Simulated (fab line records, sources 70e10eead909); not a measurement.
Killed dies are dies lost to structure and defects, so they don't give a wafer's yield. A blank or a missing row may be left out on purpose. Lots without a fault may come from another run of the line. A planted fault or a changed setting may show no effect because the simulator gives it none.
A sampling plan put to the test | flow nand_harc | one fab line, 42 faults that these records tell of, each judged on the records of the lots that it struck
The plan is the line's own looks: the steps of the route at which a gauge or an inspection reads the wafer and doesn't change it. A look can be judged if struck wafers have a number there and the file gives its usual mean and standard deviation on fault-free wafers. Caught: at a look after the fault's first step, the mean of the struck wafers lies 4 or more of those standard deviations (sigma) from the usual mean. On the tool: the same test on the tool's own readings at the fault's steps. Another recipe on the struck wafers, or a record that is blank for them alone, also counts as caught.

THE FAULTS, as the simulator had put them in
1. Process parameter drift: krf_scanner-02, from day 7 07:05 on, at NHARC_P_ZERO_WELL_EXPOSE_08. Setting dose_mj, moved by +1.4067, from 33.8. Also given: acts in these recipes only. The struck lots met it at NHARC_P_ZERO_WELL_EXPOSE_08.
2. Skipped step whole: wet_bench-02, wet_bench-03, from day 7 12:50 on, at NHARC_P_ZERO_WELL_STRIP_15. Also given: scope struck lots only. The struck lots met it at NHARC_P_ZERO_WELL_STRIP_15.
3. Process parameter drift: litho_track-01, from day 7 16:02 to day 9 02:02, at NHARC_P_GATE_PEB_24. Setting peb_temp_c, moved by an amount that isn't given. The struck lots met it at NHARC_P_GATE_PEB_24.
4. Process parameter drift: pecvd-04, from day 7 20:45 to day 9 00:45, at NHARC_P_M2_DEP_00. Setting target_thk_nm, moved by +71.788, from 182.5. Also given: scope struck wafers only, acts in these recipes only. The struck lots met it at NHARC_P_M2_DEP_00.
5. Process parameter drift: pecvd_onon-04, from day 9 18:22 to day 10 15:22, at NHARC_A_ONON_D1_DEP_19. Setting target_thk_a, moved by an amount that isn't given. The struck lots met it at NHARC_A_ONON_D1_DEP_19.
6. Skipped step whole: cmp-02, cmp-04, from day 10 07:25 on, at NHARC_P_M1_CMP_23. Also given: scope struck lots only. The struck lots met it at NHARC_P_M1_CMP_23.
7. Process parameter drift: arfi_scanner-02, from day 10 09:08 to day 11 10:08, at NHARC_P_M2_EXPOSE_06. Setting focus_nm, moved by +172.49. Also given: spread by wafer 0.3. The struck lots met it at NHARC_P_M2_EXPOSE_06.
8. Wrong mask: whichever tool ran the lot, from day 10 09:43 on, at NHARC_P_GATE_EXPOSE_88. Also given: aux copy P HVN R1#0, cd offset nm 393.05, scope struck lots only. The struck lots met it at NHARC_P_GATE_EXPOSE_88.
9. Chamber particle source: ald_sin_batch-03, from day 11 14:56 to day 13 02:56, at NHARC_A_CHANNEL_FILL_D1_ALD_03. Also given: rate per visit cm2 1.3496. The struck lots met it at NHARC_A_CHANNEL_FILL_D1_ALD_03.
10. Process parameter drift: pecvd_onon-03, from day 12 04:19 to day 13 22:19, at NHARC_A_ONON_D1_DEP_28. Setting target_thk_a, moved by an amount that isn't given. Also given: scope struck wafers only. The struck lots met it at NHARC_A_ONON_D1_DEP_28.
11. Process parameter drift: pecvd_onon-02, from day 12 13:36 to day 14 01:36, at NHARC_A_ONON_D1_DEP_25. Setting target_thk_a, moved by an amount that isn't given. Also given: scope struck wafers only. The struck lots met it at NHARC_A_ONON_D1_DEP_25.
12. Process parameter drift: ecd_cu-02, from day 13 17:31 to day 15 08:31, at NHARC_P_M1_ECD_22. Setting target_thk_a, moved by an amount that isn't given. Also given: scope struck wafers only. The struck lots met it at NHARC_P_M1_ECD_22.
13. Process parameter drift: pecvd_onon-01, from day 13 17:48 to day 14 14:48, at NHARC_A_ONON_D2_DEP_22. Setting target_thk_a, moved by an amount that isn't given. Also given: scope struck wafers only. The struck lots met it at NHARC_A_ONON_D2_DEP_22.
14. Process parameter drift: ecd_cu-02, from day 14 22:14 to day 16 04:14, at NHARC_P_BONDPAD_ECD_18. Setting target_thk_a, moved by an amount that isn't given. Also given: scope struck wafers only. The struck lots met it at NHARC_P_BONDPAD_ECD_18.
15. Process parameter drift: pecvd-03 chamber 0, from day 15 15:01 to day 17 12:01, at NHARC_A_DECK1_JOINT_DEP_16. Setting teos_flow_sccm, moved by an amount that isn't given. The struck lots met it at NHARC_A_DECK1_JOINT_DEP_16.
16. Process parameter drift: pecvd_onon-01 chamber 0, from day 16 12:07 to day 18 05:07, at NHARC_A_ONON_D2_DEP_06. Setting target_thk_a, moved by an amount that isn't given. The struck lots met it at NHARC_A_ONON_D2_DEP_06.
17. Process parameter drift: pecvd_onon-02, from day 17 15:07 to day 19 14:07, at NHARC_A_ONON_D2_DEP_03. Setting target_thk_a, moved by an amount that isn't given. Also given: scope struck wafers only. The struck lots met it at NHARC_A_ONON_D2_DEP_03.
18. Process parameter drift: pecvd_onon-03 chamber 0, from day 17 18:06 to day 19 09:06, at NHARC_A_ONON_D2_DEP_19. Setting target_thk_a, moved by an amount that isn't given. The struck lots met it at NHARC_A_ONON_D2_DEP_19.
19. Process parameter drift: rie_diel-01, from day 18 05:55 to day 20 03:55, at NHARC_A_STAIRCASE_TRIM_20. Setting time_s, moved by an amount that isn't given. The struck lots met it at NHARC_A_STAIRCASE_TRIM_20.
20. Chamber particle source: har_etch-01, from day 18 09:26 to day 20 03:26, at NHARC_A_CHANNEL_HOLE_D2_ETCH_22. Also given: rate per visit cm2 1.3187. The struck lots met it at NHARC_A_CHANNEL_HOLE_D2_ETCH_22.
21. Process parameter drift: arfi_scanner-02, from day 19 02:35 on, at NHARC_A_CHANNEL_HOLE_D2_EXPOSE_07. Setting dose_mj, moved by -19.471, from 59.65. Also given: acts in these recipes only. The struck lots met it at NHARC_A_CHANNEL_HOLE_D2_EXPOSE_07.
22. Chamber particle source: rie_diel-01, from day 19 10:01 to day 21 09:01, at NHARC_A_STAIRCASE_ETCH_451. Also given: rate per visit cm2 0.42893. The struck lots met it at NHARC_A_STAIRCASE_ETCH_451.
23. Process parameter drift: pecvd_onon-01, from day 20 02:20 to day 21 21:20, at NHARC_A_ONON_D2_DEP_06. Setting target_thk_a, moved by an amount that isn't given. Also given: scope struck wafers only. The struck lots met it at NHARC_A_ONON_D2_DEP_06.
24. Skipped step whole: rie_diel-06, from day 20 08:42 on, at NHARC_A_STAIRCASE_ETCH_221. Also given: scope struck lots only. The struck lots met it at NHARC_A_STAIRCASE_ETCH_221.
25. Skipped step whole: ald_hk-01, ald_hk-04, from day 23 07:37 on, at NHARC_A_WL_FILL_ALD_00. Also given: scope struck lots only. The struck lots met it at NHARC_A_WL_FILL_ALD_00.
26. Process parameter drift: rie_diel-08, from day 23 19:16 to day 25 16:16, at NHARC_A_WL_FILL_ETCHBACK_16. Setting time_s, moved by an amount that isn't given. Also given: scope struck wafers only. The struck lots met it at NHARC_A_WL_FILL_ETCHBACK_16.
27. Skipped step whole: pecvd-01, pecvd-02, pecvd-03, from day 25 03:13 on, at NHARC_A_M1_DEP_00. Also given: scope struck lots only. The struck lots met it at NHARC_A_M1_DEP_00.
28. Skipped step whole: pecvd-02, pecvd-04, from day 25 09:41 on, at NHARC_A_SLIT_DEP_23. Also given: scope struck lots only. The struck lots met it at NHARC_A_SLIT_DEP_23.
29. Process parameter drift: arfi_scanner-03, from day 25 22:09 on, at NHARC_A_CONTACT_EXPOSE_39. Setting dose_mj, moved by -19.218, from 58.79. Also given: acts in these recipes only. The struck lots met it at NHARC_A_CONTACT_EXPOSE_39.
30. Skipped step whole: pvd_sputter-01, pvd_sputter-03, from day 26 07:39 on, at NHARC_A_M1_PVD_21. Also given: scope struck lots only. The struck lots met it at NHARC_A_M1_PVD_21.
31. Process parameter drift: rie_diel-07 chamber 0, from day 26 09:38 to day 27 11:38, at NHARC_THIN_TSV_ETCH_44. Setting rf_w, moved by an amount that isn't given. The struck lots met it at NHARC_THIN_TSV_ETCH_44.
32. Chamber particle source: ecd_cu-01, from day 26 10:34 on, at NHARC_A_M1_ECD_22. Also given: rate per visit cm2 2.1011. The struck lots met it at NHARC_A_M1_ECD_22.
33. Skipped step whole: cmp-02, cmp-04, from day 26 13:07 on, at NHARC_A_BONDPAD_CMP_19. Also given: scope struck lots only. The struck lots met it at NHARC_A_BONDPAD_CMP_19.
34. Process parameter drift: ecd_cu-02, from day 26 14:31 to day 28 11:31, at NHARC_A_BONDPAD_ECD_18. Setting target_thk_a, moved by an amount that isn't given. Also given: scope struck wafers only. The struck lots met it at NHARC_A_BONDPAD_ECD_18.
35. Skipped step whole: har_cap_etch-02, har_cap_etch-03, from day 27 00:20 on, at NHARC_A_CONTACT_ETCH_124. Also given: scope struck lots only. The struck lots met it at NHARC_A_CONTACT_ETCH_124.
36. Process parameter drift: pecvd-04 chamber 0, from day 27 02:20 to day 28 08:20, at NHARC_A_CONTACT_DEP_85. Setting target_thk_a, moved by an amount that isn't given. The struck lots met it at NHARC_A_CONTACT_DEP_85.
37. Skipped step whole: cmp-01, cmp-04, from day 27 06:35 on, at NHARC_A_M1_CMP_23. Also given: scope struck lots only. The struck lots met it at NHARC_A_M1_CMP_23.
38. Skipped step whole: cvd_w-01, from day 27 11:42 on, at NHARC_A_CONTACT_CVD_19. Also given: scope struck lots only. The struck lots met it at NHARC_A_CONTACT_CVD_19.
39. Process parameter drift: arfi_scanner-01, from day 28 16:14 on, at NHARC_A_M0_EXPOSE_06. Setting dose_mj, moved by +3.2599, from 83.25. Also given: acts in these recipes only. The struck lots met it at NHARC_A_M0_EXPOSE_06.
40. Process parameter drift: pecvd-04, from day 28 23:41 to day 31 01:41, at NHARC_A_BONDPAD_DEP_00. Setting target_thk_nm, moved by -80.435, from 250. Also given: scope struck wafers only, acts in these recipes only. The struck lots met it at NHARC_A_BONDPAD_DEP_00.
41. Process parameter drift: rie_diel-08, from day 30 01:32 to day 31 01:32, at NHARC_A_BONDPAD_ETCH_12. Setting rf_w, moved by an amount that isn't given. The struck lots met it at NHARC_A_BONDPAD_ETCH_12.
42. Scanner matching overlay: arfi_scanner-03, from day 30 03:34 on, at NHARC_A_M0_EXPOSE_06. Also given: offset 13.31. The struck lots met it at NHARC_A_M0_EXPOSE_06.

WHAT THE PLAN SAW
fault | on the tool itself                               | first look that catches it                      | reading, sigma                                         | median hours from its first step to that look | hours from the fault's start to the first struck lot there | judged looks passed uncaught
1     | exposure_dose_mJ_cm2 +28 sigma                   | none of the 2 looks that can be judged after it | strongest: cd_nm at NHARC_P_ZERO_WELL_CD_MEAS_11, +3.5 | -                                             | -                                                          | 2
2     | the tool's record is blank for the struck wafers | NHARC_END_SORT_01                               | killed_at_periphery +99 or beyond                      | 562.5                                         | 566                                                        | 1
3     | plate_temp_C -16 sigma                           | NHARC_P_GATE_CD_MEAS_26                         | cd_nm +13                                              | 0.1                                           | 6                                                          | 0
4     | under 2 sigma                                    | NHARC_END_SORT_01                               | killed_at_periphery +99 or beyond                      | 449.6                                         | 471                                                        | 0
5     | under 2 sigma                                    | NHARC_A_ONON_D1_THK_MEAS_21                     | thk_nm +23                                             | 0.5                                           | 14                                                         | 0
6     | the tool's record is blank for the struck wafers | NHARC_P_M1_THK_MEAS_24                          | thk_nm +99 or beyond                                   | 0.3                                           | 7                                                          | 0
7     | under 2 sigma                                    | no look after it can be judged                  | -                                                      | -                                             | -                                                          | 0
8     | under 2 sigma                                    | NHARC_P_GATE_CD_MEAS_91                         | cd_nm +99 or beyond                                    | 0.1                                           | 7                                                          | 0
9     | under 2 sigma                                    | NHARC_END_SORT_01                               | killed_at_array +4.6                                   | 381.1                                         | 379                                                        | 1
10    | no reading that can be judged                    | NHARC_A_ONON_D1_THK_MEAS_30                     | thk_nm -37                                             | 0.4                                           | 8                                                          | 0
11    | under 2 sigma                                    | NHARC_A_ONON_D1_THK_MEAS_27                     | thk_nm -67                                             | 0.4                                           | 3                                                          | 0
12    | no reading that can be judged                    | none of the 2 looks that can be judged after it | -                                                      | -                                             | -                                                          | 2
13    | no reading that can be judged                    | NHARC_A_ONON_D2_THK_MEAS_24                     | thk_nm +47                                             | 0.3                                           | 0                                                          | 0
14    | no reading that can be judged                    | NHARC_END_SORT_01                               | killed_at_periphery +99 or beyond                      | 446.7                                         | 471                                                        | 0
15    | mfc_precursor_sccm +99 or beyond sigma           | NHARC_A_DECK1_JOINT_THK_MEAS_17                 | thk_nm +20                                             | 0.3                                           | 4                                                          | 0
16    | under 2 sigma                                    | NHARC_A_ONON_D2_THK_MEAS_08                     | thk_nm +63                                             | 0.4                                           | 24                                                         | 0
17    | no reading that can be judged                    | NHARC_A_ONON_D2_THK_MEAS_05                     | thk_nm +99 or beyond                                   | 0.4                                           | 5                                                          | 0
18    | under 2 sigma                                    | NHARC_A_ONON_D2_THK_MEAS_21                     | thk_nm -54                                             | 0.5                                           | 12                                                         | 0
19    | run_length_s +99 or beyond sigma                 | NHARC_END_SORT_01                               | killed_at_array +30                                    | 224.3                                         | 243                                                        | 0
20    | under 2 sigma                                    | NHARC_A_CHANNEL_HOLE_D2_INSPECT_40              | raw_defect_count +11                                   | 4.7                                           | 9                                                          | 0
21    | exposure_dose_mJ_cm2 -65 sigma                   | NHARC_A_CHANNEL_HOLE_D2_CD_MEAS_10              | cd_nm -36                                              | 0.1                                           | 16                                                         | 0
22    | under 2 sigma                                    | none of the 2 looks that can be judged after it | strongest: killed_dies at NHARC_END_SORT_01, +3.7      | -                                             | -                                                          | 2
23    | no reading that can be judged                    | NHARC_A_ONON_D2_THK_MEAS_08                     | thk_nm +86                                             | 0.3                                           | 34                                                         | 0
24    | the tool's record is blank for the struck wafers | NHARC_END_SORT_01                               | killed_dies +30                                        | 218.2                                         | 224                                                        | 0
25    | the tool's record is blank for the struck wafers | NHARC_END_SORT_01                               | killed_dies +30                                        | 111.2                                         | 112                                                        | 0
26    | run_length_s -36 sigma                           | NHARC_END_SORT_01                               | killed_at_array +30                                    | 101.5                                         | 111                                                        | 0
27    | the tool's record is blank for the struck wafers | NHARC_END_SORT_01                               | killed_at_array +30                                    | 36.0                                          | 35                                                         | 0
28    | the tool's record is blank for the struck wafers | NHARC_END_SORT_01                               | killed_at_array +30                                    | 136.3                                         | 137                                                        | 0
29    | exposure_dose_mJ_cm2 -60 sigma                   | NHARC_A_CONTACT_CD_MEAS_42                      | cd_nm -30                                              | 0.1                                           | 14                                                         | 0
30    | the tool's record is blank for the struck wafers | NHARC_END_SORT_01                               | killed_at_array +30                                    | 38.3                                          | 49                                                         | 0
31    | rf_fwd_power_W -99 or beyond sigma               | NHARC_END_SORT_01                               | killed_at_other +99 or beyond                          | 17.1                                          | 25                                                         | 0
32    | no reading that can be judged                    | NHARC_END_SORT_01                               | killed_at_array +26                                    | 39.0                                          | 64                                                         | 1
33    | the tool's record is blank for the struck wafers | NHARC_A_BONDPAD_THK_MEAS_20                     | thk_nm +99 or beyond                                   | 0.3                                           | 7                                                          | 0
34    | no reading that can be judged                    | NHARC_END_SORT_01                               | killed_dies +30                                        | 36.6                                          | 42                                                         | 0
35    | the tool's record is blank for the struck wafers | NHARC_END_SORT_01                               | killed_at_array +30                                    | 60.8                                          | 64                                                         | 0
36    | under 2 sigma                                    | NHARC_END_SORT_01                               | killed_dies +6.5                                       | 58.8                                          | 63                                                         | 0
37    | the tool's record is blank for the struck wafers | NHARC_A_M1_THK_MEAS_24                          | thk_nm +99 or beyond                                   | 0.3                                           | 11                                                         | 0
38    | the tool's record is blank for the struck wafers | NHARC_END_SORT_01                               | killed_dies +30                                        | 49.4                                          | 53                                                         | 1
39    | exposure_dose_mJ_cm2 +8.9 sigma                  | not the one look that can be judged after it    | strongest: cd_nm at NHARC_A_M0_CD_MEAS_09, +2.6        | -                                             | -                                                          | 1
40    | under 2 sigma                                    | NHARC_A_BONDPAD_THK_MEAS_30                     | thk_nm -19                                             | 0.5                                           | 48                                                         | 0
41    | rf_fwd_power_W -99 or beyond sigma               | NHARC_END_SORT_01                               | killed_at_array +30                                    | 34.6                                          | 34                                                         | 1
42    | under 2 sigma                                    | NHARC_A_M0_OVL_MEAS_10                          | overlay_x_nm +19                                       | 0.2                                           | 12                                                         | 0
A dash: the fault isn't caught, or these records don't give the number.

Caught at a look: 37 of 42. Caught on the tool: 21 of 42. By one or the other: 39 of 42.
Caught on the tool alone: faults 1, 39.
Caught at a look alone: faults 4, 5, 8, 9, 10, 11, 13, 14, 16, 17, 18, 20, 23, 32, 34, 36, 40, 42.
Caught by neither: faults 7, 12, 22.

THINNER SAMPLING
If the look that catches a fault measured only every second or every third lot, by lot number, the first struck lot would be measured this late in the worst case:
fault | struck lots at that look, in order of time | every lot | every second lot | every third lot
2     | L567, L566                                 | 566 h     | 575 h            | may miss all 2
3     | L509, L511                                 | 6 h       | may miss all 2   | may miss all 2
4     | L667                                       | 471 h     | may miss it      | may miss it
5     | L709, L710                                 | 14 h      | 20 h             | may miss all 2
6     | L674, L675                                 | 7 h       | 11 h             | may miss all 2
8     | L649                                       | 7 h       | may miss it      | may miss it
9     | L207, L208                                 | 379 h     | 402 h            | may miss all 2
10    | L271, L272, L274                           | 8 h       | 13 h             | may miss all 3
11    | L423, L424                                 | 3 h       | 18 h             | may miss all 2
13    | L262, L263                                 | 0 h       | 1 h              | may miss all 2
14    | L542, L540                                 | 471 h     | may miss all 2   | may miss all 2
15    | L291                                       | 4 h       | may miss it      | may miss it
16    | L886, L887                                 | 24 h      | 33 h             | may miss all 2
17    | L901, L902                                 | 5 h       | 25 h             | may miss all 2
18    | L169, L171                                 | 12 h      | may miss all 2   | may miss all 2
19    | L659, L661                                 | 243 h     | may miss all 2   | may miss all 2
20    | L959, L961                                 | 9 h       | may miss all 2   | may miss all 2
21    | L569, L571                                 | 16 h      | may miss all 2   | may miss all 2
23    | L627, L628                                 | 34 h      | 43 h             | may miss all 2
24    | L282, L283                                 | 224 h     | 225 h            | may miss all 2
25    | L678, L677                                 | 112 h     | 121 h            | may miss all 2
26    | L575, L577                                 | 111 h     | may miss all 2   | may miss all 2
27    | L550, L552                                 | 35 h      | may miss all 2   | may miss all 2
28    | L677, L676                                 | 137 h     | 146 h            | may miss all 2
29    | L323, L327                                 | 14 h      | may miss all 2   | may miss all 2
30    | L448                                       | 49 h      | may miss it      | may miss it
31    | L392                                       | 25 h      | may miss it      | may miss it
32    | L973, L974                                 | 64 h      | 78 h             | may miss all 2
33    | L575, L574                                 | 7 h       | 12 h             | may miss all 2
34    | L458, L462                                 | 42 h      | may miss all 2   | may miss all 2
35    | L404, L408, L406                           | 64 h      | may miss all 3   | 100 h
36    | L627                                       | 63 h      | may miss it      | may miss it
37    | L721, L723, L722                           | 11 h      | 18 h             | 18 h
38    | L428, L430                                 | 53 h      | may miss all 2   | may miss all 2
40    | L593                                       | 48 h      | may miss it      | may miss it
41    | L146, L149                                 | 34 h      | 35 h             | may miss all 2
42    | L554, L557                                 | 12 h      | 66 h             | may miss all 2
Hours are from the fault's start to the first struck lot that is measured. The limit of 4 sigma was tested on all struck wafers together, so one lot alone may lie under it. Other struck lots may not be in these records.

THE LONGEST TIMED WAY FROM STEP TO LOOK
Fault 2: a median of 562.5 hours passes between NHARC_P_ZERO_WELL_STRIP_15 and NHARC_END_SORT_01. The look between them that can be judged stayed within 4 sigma: NHARC_P_ZERO_WELL_INSPECT_43.
